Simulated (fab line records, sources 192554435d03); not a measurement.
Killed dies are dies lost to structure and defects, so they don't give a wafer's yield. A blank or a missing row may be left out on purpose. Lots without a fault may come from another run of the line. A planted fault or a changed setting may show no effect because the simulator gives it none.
fab line records | flow n5_finfet
record lots=6 wafers=18 last_day=16
route steps=1938 shown BEOL_M1@817 BEOL_M4@1111 PASSIVATION@1936
lots that met no fault: from a run of the same line without faults
start_h: hours from the record's first day to the start of the lot's first wafer shown | wait_h: hours since the lot's step before | " the same as in the row above | L1.1+2: a row that stands for several wafers | - no value, or no start given | * or withheld: withheld | < > ~ a bound
route shown NAME@n: a module of which the file shows steps, and the number in the route of the first | usual: mean/standard deviation of fault-free wafers | same: alike in all rows | chamber/n: place in a boat | sites: the reading at each site | _std_site: their standard deviation | _edge_site: outer sites' mean less inner sites' | radius_mm: how far each site lies from the wafer's centre | mask NAME#n: copy n | behind: the tool/chamber that last shaped the wafer | hold: why the lot was held/for how many hours/how that ended | device: the transistor (n, p or np) that didn't switch | end of line: the same wafers' tests at the end of the route | a step without rows: its recipe alone | killed: dies lost to structure and defects at the first sort, not the wafer's yield | map: a wafer's dies, x killed, . not, _ none there
set.NAME: the setting as run; set.NAME@STEP: as run at that earlier step | model.NAME: the simulator's own value behind a step, which no gauge read
lots at some steps of the route; a table a step, a row a wafer
## steps
# step N5_BEOL_M1_ANNEAL_80
# recipe temp_c=400 time_s=240 ambient=vacuum
# usual heater_power_w=882/120 susceptor_temp_C=399.98/0.22
# columns lot.wafer tool chamber start_h wait_h heater_power_w susceptor_temp_C
L582.3 pvd_sputter-03 - 150.12 0.0 999 399.94
L582.4 " - " " 799 400.02
L582.6 " - " " 783 399.99
L584.1 pvd_sputter-02 - 165.40 0.0 796 400.05
L584.3 " - " " 1005 400.19
L584.6 " - " " 823 399.92
L583.1 pvd_sputter-02 - 169.00 0.0 806 399.87
L583.5 " - " " 1013 399.53
L583.6 " - " " 806 399.89
L595.3 pvd_sputter-03 - 235.90 0.0 997 399.93
L595.4 " - " " 819 399.92
L595.6 " - " " 893 400.09
L596.1 pvd_sputter-02 - 240.82 0.0 810 400.16
L596.2 " - " " 1021 400.25
L596.3 " - " " 1025 399.91
L597.1 pvd_sputter-02 - 247.90 0.0 1027 399.96
L597.5 " - " " 796 399.88
L597.6 " - " " 1054 400.56
# step N5_BEOL_M1_SPUTTER_81
# recipe material=Cu target_thk_a=45 temp_c=-20 chamber_pressure_pa=0.07 power_w=withheld time_s=8.29
# step N5_BEOL_M1_ANNEAL_82
# recipe temp_c=400 time_s=240 ambient=vacuum
# step N5_BEOL_M1_SPUTTER_86
# recipe material=Cu target_thk_a=45 temp_c=-20 chamber_pressure_pa=0.07 power_w=withheld time_s=8.29
# step N5_BEOL_M1_ANNEAL_87
# recipe temp_c=400 time_s=240 ambient=vacuum
# usual heater_power_w=883/120 susceptor_temp_C=399.98/0.23
# columns lot.wafer tool chamber start_h wait_h heater_power_w susceptor_temp_C
L582.3 pvd_sputter-03 - 150.56 0.0 1030 399.86
L582.4 " - " " 801 400.19
L582.6 " - " " 771 399.72
L584.1 pvd_sputter-02 - 165.84 0.0 795 399.56
L584.3 " - " " 1032 399.73
L584.6 " - " " 797 399.85
L583.1 pvd_sputter-02 - 169.44 0.0 793 399.44
L583.5 " - " " 980 400.05
L583.6 " - " " 814 399.89
L595.3 pvd_sputter-03 - 236.34 0.0 1014 399.69
L595.4 " - " " 803 399.86
L595.6 " - " " 872 399.76
L596.1 pvd_sputter-02 - 241.26 0.0 806 399.90
L596.2 " - " " 1028 400.49
L596.3 " - " " 1015 399.68
L597.1 pvd_sputter-02 - 248.34 0.0 1044 399.78
L597.5 " - " " 794 399.90
L597.6 " - " " 1027 400.17
# step N5_BEOL_M1_SPUTTER_88
# recipe material=Cu target_thk_a=45 temp_c=-20 chamber_pressure_pa=0.07 power_w=withheld time_s=8.29
# step N5_BEOL_M1_ANNEAL_89
# recipe temp_c=400 time_s=240 ambient=vacuum
# step N5_BEOL_M1_SPUTTER_90
# recipe material=Cu target_thk_a=45 temp_c=-20 chamber_pressure_pa=0.07 power_w=withheld time_s=8.29
# usual throttle_valve_pct=30.5/0.84
# columns lot.wafer tool chamber start_h wait_h throttle_valve_pct
L582.3 pvd_sputter-03 - 150.92 0.1 29.5
L582.4 " - " " 31.4
L582.6 " - " " 30.0
L584.1 pvd_sputter-02 - 166.20 0.1 29.3
L584.3 " - " " 29.8
L584.6 " - " " 29.6
L583.1 pvd_sputter-02 - 169.80 0.1 29.6
L583.5 " - " " 29.8
L583.6 " - " " 31.7
L595.3 pvd_sputter-03 - 236.70 0.1 29.5
L595.4 " - " " 31.4
L595.6 " - " " 29.8
L596.1 pvd_sputter-02 - 241.62 0.1 31.5
L596.2 " - " " 29.8
L596.3 " - " " 30.6
L597.1 pvd_sputter-02 - 248.70 0.1 30.8
L597.5 " - " " 29.3
L597.6 " - " " 30.7
# step N5_BEOL_M1_ANNEAL_91
# recipe temp_c=400 time_s=240 ambient=vacuum
# usual heater_power_w=883/120 susceptor_temp_C=400.00/0.22
# columns lot.wafer tool chamber start_h wait_h heater_power_w susceptor_temp_C
L582.3 pvd_sputter-03 - 151.00 0.0 1013 400.01
L582.4 " - " " 803 399.78
L582.6 " - " " 768 400.42
L584.1 pvd_sputter-02 - 166.28 0.0 818 400.00
L584.3 " - " " 1005 400.15
L584.6 " - " " 824 399.43
L583.1 pvd_sputter-02 - 169.88 0.0 829 399.46
L583.5 " - " " 1004 399.95
L583.6 " - " " 812 400.03
L595.3 pvd_sputter-03 - 236.78 0.0 997 400.03
L595.4 " - " " 820 399.98
L595.6 " - " " 891 399.83
L596.1 pvd_sputter-02 - 241.70 0.0 800 400.01
L596.2 " - " " 1023 399.91
L596.3 " - " " 1031 399.63
L597.1 pvd_sputter-02 - 248.78 0.0 1014 400.49
L597.5 " - " " 795 399.66
L597.6 " - " " 1014 400.23
# step N5_BEOL_M1_SPUTTER_92
# recipe material=Cu target_thk_a=45 temp_c=-20 chamber_pressure_pa=0.07 power_w=withheld time_s=8.29
# step N5_BEOL_M1_ANNEAL_93
# recipe temp_c=400 time_s=240 ambient=vacuum
# step N5_BEOL_M1_SPUTTER_94
# recipe material=Cu target_thk_a=45 temp_c=-20 chamber_pressure_pa=0.07 power_w=withheld time_s=8.29
# usual throttle_valve_pct=30.5/0.85
# columns lot.wafer tool chamber start_h wait_h throttle_valve_pct
L582.3 pvd_sputter-03 - 151.36 0.1 29.6
L582.4 " - " " 31.1
L582.6 " - " " 30.0
L584.1 pvd_sputter-02 - 166.64 0.1 29.4
L584.3 " - " " 29.8
L584.6 " - " " 29.5
L583.1 pvd_sputter-02 - 170.24 0.1 29.5
L583.5 " - " " 29.7
L583.6 " - " " 31.7
L595.3 pvd_sputter-03 - 237.14 0.1 29.5
L595.4 " - " " 31.5
L595.6 " - " " 29.5
L596.1 pvd_sputter-02 - 242.06 0.1 31.7
L596.2 " - " " 29.8
L596.3 " - " " 30.6
L597.1 pvd_sputter-02 - 249.14 0.1 30.8
L597.5 " - " " 29.7
L597.6 " - " " 30.8
# step N5_BEOL_M1_ANNEAL_95
# recipe temp_c=400 time_s=240 ambient=vacuum
# usual heater_power_w=882/120 susceptor_temp_C=400.01/0.23
# columns lot.wafer tool chamber start_h wait_h heater_power_w susceptor_temp_C
L582.3 pvd_sputter-03 - 151.44 0.0 1008 399.89
L582.4 " - " " 784 400.30
L582.6 " - " " 760 400.24
L584.1 pvd_sputter-02 - 166.72 0.0 - -
L584.3 " - " " - -
L584.6 " - " " - -
L583.1 pvd_sputter-02 - 170.32 0.0 - -
L583.5 " - " " - -
L583.6 " - " " - -
L595.3 pvd_sputter-03 - 237.22 0.0 1004 399.93
L595.4 " - " " 814 400.25
L595.6 " - " " 879 400.02
L596.1 pvd_sputter-02 - 242.14 0.0 835 399.53
L596.2 " - " " 1003 400.70
L596.3 " - " " 1026 399.64
L597.1 pvd_sputter-02 - 249.22 0.0 1046 399.86
L597.5 " - " " 814 400.27
L597.6 " - " " 1041 399.78
# step N5_BEOL_M1_SPUTTER_96
# recipe material=Cu target_thk_a=45 temp_c=-20 chamber_pressure_pa=0.07 power_w=withheld time_s=8.29
# step N5_BEOL_M4_RC_MEAS_101
# usual DIBL_N=36.3/1.7 DIBL_P=36.5/1.8 IOFF_N=0.16/0.033 IOFF_P=0.21/0.037 ION_N=675/11 ION_P=462/7.9 SS_N=71.6/0.64 SS_P=73.3/0.68 VT_N=249/3.3 VT_P=-250/3.3
# columns lot.wafer tool chamber start_h wait_h DIBL_N[mV/V] DIBL_P[mV/V] IOFF_N[nA/um] IOFF_P[nA/um] ION_N[uA/um] ION_P[uA/um] SS_N[mV/dec] SS_P[mV/dec] VT_N[mV] VT_P[mV]
L582.3 prober-02 0 183.16 0.3 34.9 35.6 0.13 0.20 673 467 70.7 72.6 251 -252
L582.4 " 0 " " 34.9 35.7 0.14 0.21 666 467 71.5 73.5 251 -252
L582.6 " 0 " " 35.4 36.7 0.15 0.23 685 473 71.4 73.5 251 -248
L584.1 prober-02 0 198.02 0.0 37.5 37.3 0.17 0.25 683 467 72.0 73.1 247 -247
L584.3 " 0 " " 37.4 38.3 0.16 0.25 670 460 71.1 73.2 253 -246
L584.6 " 0 " " 37.6 38.0 0.17 0.25 681 471 71.4 73.1 248 -248
L583.1 prober-01 0 202.13 0.0 36.6 38.1 0.19 0.25 701 478 72.2 74.2 244 -247
L583.5 " 0 " " 38.7 40.4 0.23 0.30 704 477 71.8 73.9 241 -246
L583.6 " 0 " " 35.0 35.7 0.15 0.20 672 461 71.6 73.2 248 -252
L596.1 prober-01 0 267.45 0.0 35.8 34.5 0.14 0.20 665 465 71.5 71.9 254 -250
L596.2 " 0 " " 36.5 34.3 0.15 0.20 667 457 71.8 72.8 252 -249
L596.3 " 0 " " 38.4 38.6 0.19 0.27 675 465 72.3 73.7 249 -246
L595.3 prober-02 0 270.60 0.3 35.3 37.0 0.18 0.20 682 466 71.7 73.1 244 -251
L595.4 " 0 " " 37.3 39.7 0.21 0.24 679 456 71.7 73.4 247 -249
L595.6 " 0 " " 36.0 37.4 0.18 0.21 665 454 71.7 74.5 246 -249
L597.1 prober-02 0 287.94 0.0 35.1 35.5 0.16 0.19 689 469 72.3 73.0 248 -250
L597.5 " 0 " " 34.9 34.7 0.15 0.19 681 466 70.9 72.8 250 -249
L597.6 " 0 " " 33.3 33.1 0.13 0.17 679 465 70.6 73.0 251 -254
# step N5_PASSIVATION_PROBE_49
# usual defect_limited_yield=91.3/1.5 killed_at_M0_to_M3=34/9.4 killed_at_M4_up=13/5.3 killed_at_contacts=13/5.7 killed_at_front_end=40/10 killed_at_other=3.7/2.8 killed_dies=103/17 killed_on_rim=13/4.2 killed_open=67/13 killed_short=35/8.5 sort_bin_5_function=5.0/0.98 sort_bin_6_memory=3.3/0.7 sort_n_pass=1077/17 sort_yield_pct=91.3/1.5
# same gross_dies=1180 killed_at_back_side=0 sort_bin_4_leakage[%]=0 sort_bin_8_speed[%]=0
# columns lot.wafer tool chamber start_h wait_h defect_limited_yield[%] killed_at_M0_to_M3 killed_at_M4_up killed_at_contacts killed_at_front_end killed_at_other killed_dies killed_on_rim killed_open killed_short sort_bin_5_function[%] sort_bin_6_memory[%] sort_n_pass sort_yield_pct[%]
L583.1 prober-01 - 307.59 0.0 92.8 26 13 12 31 3 85 10 45 39 3.2 3.1 1095 92.8
L583.5 prober-01 - 307.79 0.2 92.6 24 26 11 24 2 87 8 61 26 4.7 2.5 1093 92.6
L583.6 prober-01 - 307.84 0.3 91.5 33 6 16 43 2 100 16 65 32 5.3 3.1 1080 91.5
L597.1 prober-01 - 386.87 0.0 94.1 26 15 8 21 0 70 9 52 16 3.6 2.0 1110 94.1
L597.5 prober-01 - 387.07 0.2 93.3 24 6 11 38 0 79 8 46 31 4.2 2.5 1101 93.3
L597.6 prober-01 - 387.12 0.3 92.3 20 15 14 42 0 91 12 55 32 4.2 3.2 1089 92.3
# killed by level:class
L583.1 FIN_SAQP:geometric_particle:short=10 MOL_CONTACT_COAG:geometric_particle:open=8 BEOL_M2:geometric_particle:open=7 BEOL_M1:geometric_particle:short=6 BEOL_M1:geometric_particle:open=5 GATE_CUT:geometric_particle:short=5 BEOL_M0_SAQP:geometric_particle:short=5 FIN_SAQP:geometric_particle:open=4
L583.5 MOL_CONTACT_COAG:geometric_particle:open=10 BEOL_M1:geometric_particle:open=7 BEOL_M4:geometric_particle:open=7 FIN_SAQP:geometric_particle:short=6 BEOL_M0_SAQP:geometric_particle:open=6 BEOL_M2:geometric_particle:open=6 BEOL_M6:geometric_particle:open=6 STI_FIN_REVEAL:geometric_particle:open=5
L583.6 BEOL_M2:geometric_particle:open=12 FIN_SAQP:geometric_particle:short=11 MOL_CONTACT_COAG:geometric_particle:open=11 FIN_SAQP:geometric_particle:open=10 STI_FIN_REVEAL:geometric_particle:open=10 BEOL_M1:geometric_particle:open=7 MOL_CONTACT_COAG:geometric_particle:short=5 BEOL_M0_SAQP:geometric_particle:short=5
L597.1 BEOL_M3:geometric_particle:open=11 BEOL_M4:geometric_particle:open=9 FIN_SAQP:geometric_particle:open=6 BEOL_M2:geometric_particle:open=6 STI_FIN_REVEAL:geometric_particle:open=4 MOL_CONTACT_COAG:geometric_particle:open=4 MOL_CONTACT_COAG:geometric_particle:short=4 BEOL_M1:geometric_particle:open=4
L597.5 MOL_CONTACT_COAG:geometric_particle:open=10 FIN_SAQP:geometric_particle:open=9 BEOL_M3:geometric_particle:open=7 FIN_SAQP:geometric_particle:short=5 STI_FIN_REVEAL:geometric_particle:open=5 BEOL_M3:geometric_particle:short=5 GATE_CUT:geometric_particle:short=4 STARTING-WAFER:geometric_particle:short=4
L597.6 MOL_CONTACT_COAG:geometric_particle:open=10 FIN_SAQP:geometric_particle:open=9 FIN_SAQP:geometric_particle:short=7 GATE_CUT:geometric_particle:open=6 BEOL_M2:geometric_particle:open=6 BEOL_M4:geometric_particle:open=6 BEOL_M3:geometric_particle:open=5 GATE_CUT:geometric_particle:short=4
## key
first_sign step=N5_BEOL_M1_ANNEAL_95 reading=tool_record direction=missing
effect none on later readings
met_at N5_BEOL_M1_ANNEAL_95
struck_wafers L583.1,L583.5,L583.6,L584.1,L584.3,L584.6
fault kind=skipped_step_whole tool=pvd_sputter-02 chamber=- onset_h=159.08 steps=N5_BEOL_M1_ANNEAL_95 scope=struck_lots_only
